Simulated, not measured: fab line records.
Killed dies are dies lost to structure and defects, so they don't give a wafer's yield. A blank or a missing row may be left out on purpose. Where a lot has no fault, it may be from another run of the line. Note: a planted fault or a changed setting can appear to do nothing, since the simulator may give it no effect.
Code-filled problem report in 8D (eight disciplines) form	flow nand_harc	the parts of the form that need people (team, actions taken, sign-off) are left out

1. THE ISSUE
Wafers without a fault read 200.0 sccm, standard deviation 0.65; mfc_precursor_sccm at NHARC_A_STAIRCASE_DEP_325 reads a mean of 282.9 sccm on 2 wafers belonging to 2 lots. So: +99 or more standard deviations from the usual mean.
The step: deposits SiO2, target thk 7200 nm.
Earliest sighting: wafer L502.2 on pecvd-02 at day 24 18:32. The record has a number at this step for 40 wafers belonging to 14 lots. The rule behind "out" and "out of limits": a value lying over 4 standard deviations away from the usual mean. Any other wafer with a number is counted as sound.

2. WHAT IT IS AND WHAT IT IS NOT
question	is	is not
which readings at this step	mfc_precursor_sccm	heater_power_w
which lots	L502, L506	L489, L490, L491, L492, L493, L494, L495, L497, L499, L500, L501, L512
which wafers of those lots	L502.2, L506.5	L506.1, L506.6
read on which tools	pecvd-02	pecvd-01, pecvd-03
when	from day 24 18:32	up to then (33 sound wafers); but 5 sound wafers of L506, L512 came after

3. WHAT RULES OUT EACH SUSPECT
Counting: a tool at a process step up to the reading stays a suspect if it ran every lot that is out. Sound lots after the first of them don't rule it out here, since some wafers of a struck lot are sound.
- rie_diel-08 at NHARC_A_STAIRCASE_ETCH_315 (etches the open film in C4F8/O2/Ar, target depth 2500 nm, time 607.1 s): kept. It processed each lot that is out (first: L502, day 23 05:23); up to then, its last sound lot is L497 (day 20 02:06). Because NHARC_A_STAIRCASE_ETCH_315 lacks a start for some lots, the hours and order of its lots are taken from NHARC_A_STAIRCASE_ALD_415.
- ald_hk-01 at NHARC_A_STAIRCASE_ALD_415 (deposits SiO2, target thk 30 nm, pulse time 6 s, ald cycles 300): kept. It processed each lot that is out (first: L502, day 23 05:23); up to then, its last sound lot is L495 (day 20 02:55).
- ald_hk-01 at NHARC_A_STAIRCASE_ALD_420 (deposits SiO2, target thk 20 nm, pulse time 6 s, ald cycles 200): kept. It processed each lot that is out (first: L502, day 23 15:14); up to then, its last sound lot is L499 (day 21 21:37).
- pecvd-02 at NHARC_A_STAIRCASE_DEP_325 (deposits SiO2, target thk 7200 nm): kept. It processed each lot that is out (first: L502, day 24 18:32); up to then, its last sound lot is L501 (day 23 18:21). Its own mfc_precursor_sccm readings are out on those wafers.
- Within ald_hk-01 at NHARC_A_STAIRCASE_ALD_415: the wafers that are out ran in chambers 2, 3; their sound lot-mates ran in chambers 0, 1.
- Within ald_hk-01 at NHARC_A_STAIRCASE_ALD_420: the wafers that are out ran in chambers 1, 3; their sound lot-mates ran in chamber 2.
- Within pecvd-02 at NHARC_A_STAIRCASE_DEP_325, the wafers that are out were processed in chamber 1 and their sound lot-mates in chamber 2.
Left after counting: rie_diel-08 at NHARC_A_STAIRCASE_ETCH_315, ald_hk-01 at NHARC_A_STAIRCASE_ALD_415, ald_hk-01 at NHARC_A_STAIRCASE_ALD_420, pecvd-02 at NHARC_A_STAIRCASE_DEP_325.

4. THE CAUSE (what the simulator had put in)
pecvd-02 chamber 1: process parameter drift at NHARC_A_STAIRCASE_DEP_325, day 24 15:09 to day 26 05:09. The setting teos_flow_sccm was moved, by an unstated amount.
Of the 4 suspects that counting leaves, this tool is one.

5. THE EFFECT CHAIN, in route order
Rows list readings where the struck wafers' mean (over those with a number) sits beyond 3 standard deviations from the usual. Scope: only readings with a usual standard deviation given in the record; hours: median across lots of the time from each lot's start at the first step in this table that gives one to its start at this step; sigmas: change in usual standard deviations.
hours	step	reading	usual	on struck wafers	change	sigmas
0	NHARC_A_STAIRCASE_DEP_325	mfc_precursor_sccm	200.0 sccm	282.9	+82.9	+99 or more
Its process steps:
- NHARC_A_STAIRCASE_DEP_325: deposits SiO2, target thk 7200 nm.
At these later measuring or inspecting steps, every struck wafer for which the step has a row has a number for every such reading, and none has moved that far: NHARC_END_SORT_01.

6. WHAT WOULD HAVE CAUGHT IT SOONER
In this record no reading fell out of limits until day 24 18:32, 3 hours after the fault had begun at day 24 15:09.
